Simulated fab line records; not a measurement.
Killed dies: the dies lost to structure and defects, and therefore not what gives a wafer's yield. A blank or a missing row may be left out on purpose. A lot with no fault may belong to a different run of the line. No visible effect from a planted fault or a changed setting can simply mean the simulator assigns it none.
Chamber matching | flow n5 finfet | 3 sister chambers for N5_BEOL_M13_DEP_53 on pecvd-02
The step deposits SiCN from 3MS/NH3, target thk 50 nm, time 17.8 s. 3 wafers are shown with their chamber, then 8 later ones without.

WAFERS, EACH WITH ITS CHAMBER
wafer  | chamber | throttle valve pct (%)
L085.2 | 2       | 16.3
L085.4 | 0       | 19.0
L086.1 | 1       | 18.0

WAFERS WITH NO CHAMBER GIVEN
wafer  | throttle valve pct (%)
L086.2 | 16.4
L086.3 | 18.9
L089.3 | 19.1
L089.4 | 18.1
L089.6 | 16.3
L094.3 | 16.8
L094.4 | 18.9
L094.5 | 18.8

THE CHAMBER EACH PASSED THROUGH
wafer  | from the rows above | in truth
L086.2 | 2                   | 2
L086.3 | 0                   | 0
L089.3 | 0                   | 0
L089.4 | 1                   | 1
L089.6 | 2                   | 2
L094.3 | 2                   | 2
L094.4 | 0                   | 0
L094.5 | 0                   | 0
Correctly placed: 8 of 8. From these rows, 0 cannot be placed. Number placed wrongly: 0.
How it was worked out, from the rows above alone: a wafer's distance from a chamber is the root of the sum, over the readings, of the square of ((its reading less the chamber's mean) divided by the reading's scatter). If the next closest chamber is less than 2 further off than the closest, the wafer can't be placed; otherwise it belongs to the closest. A chamber's mean is the mean of its shown wafers. The scatter: root of mean squared gap, hidden wafer to nearest shown wafer, with one shown wafer a chamber.
